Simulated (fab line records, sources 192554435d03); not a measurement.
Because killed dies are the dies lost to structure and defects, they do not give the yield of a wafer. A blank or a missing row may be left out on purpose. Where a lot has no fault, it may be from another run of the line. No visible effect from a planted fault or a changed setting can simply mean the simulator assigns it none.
What tool caused it?    flow n5_finfet    11 lots with 33 wafers sampled at 2 steps, on a route of 1938 steps

WHAT THE GAUGES SHOWED, per wafer
N5_FIN_SAQP_THK_MEAS_05.
lot   measured     on             thk_nm (nm)
L075  day 2 03:38  film_metro-01  37.6 38.2 38.5
L077  day 2 15:53  film_metro-01  37.9 38.3 37.5
L079  day 3 03:43  film_metro-02  37.5 38.3 38.8
L081  day 3 15:49  film_metro-02  37.9 37.6 38.4
L083  day 4 05:51  film_metro-02  37.6 38.0 38.6
L085  day 4 16:34  film_metro-02  37.5 38.3 38.1
L088  day 5 10:06  film_metro-01  38.1 38.9 38.3
L090  day 5 21:29  film_metro-01  37.9 38.2 38.9
L092  day 6 10:10  film_metro-02  38.3 39.2 38.9
L094  day 6 21:26  film_metro-02  37.6 37.8 37.8
L096  day 7 08:41  film_metro-01  38.2 37.5 38.5

WHAT TOOL EACH LOT RAN ON (gives the tool, then ch and the chambers of the sampled wafers, and finally the start)
lot   N5_FIN_SAQP_ALD_61
L075  ald_sin-03 ch 1,3, day 2 03:07
L077  ald_sin-03 ch 0,3, day 2 15:14
L079  ald_sin-03 ch 1,3, day 3 03:10
L081  ald_sin-01 ch 0,3, day 3 15:07
L083  ald_sin-02 ch 0,2,3, day 4 05:16
L085  ald_sin-03 ch 0,2,3, day 4 16:04
L088  ald_sin-02 ch 0,1,2, day 5 09:36
L090  ald_sin-02 ch 0,2,3, day 5 20:58
L092  ald_sin-03 ch 1,2, day 6 09:33
L094  ald_sin-02 ch 2,3, day 6 20:51
L096  ald_sin-01 ch 0,2,3, day 7 08:00
- N5_FIN_SAQP_ALD_61: deposits SiO2, target thk 4 nm, pulse time 1 s, purge time 2 s.

THE ANSWER, worked out from the rows above alone
Rule: usual is defined by the lots themselves. Put in order of their means at a reading, lots are off if they are a third of the lots or fewer, leave a main group of 4 or more, and stand apart from it by a gap of 3 or more times the standard deviation of the main group's means; of several such gaps the widest counts. A main group is skipped when, at the precision printed for the reading in the tables above, its means are all equal. Also off: a lot with no number at a reading for which 4 or more lots have one. Any other lot the step has rows for is counted as sound.
None of the lots is off at any reading shown; this tells nothing.

WHAT THE SIMULATOR HAD PUT IN
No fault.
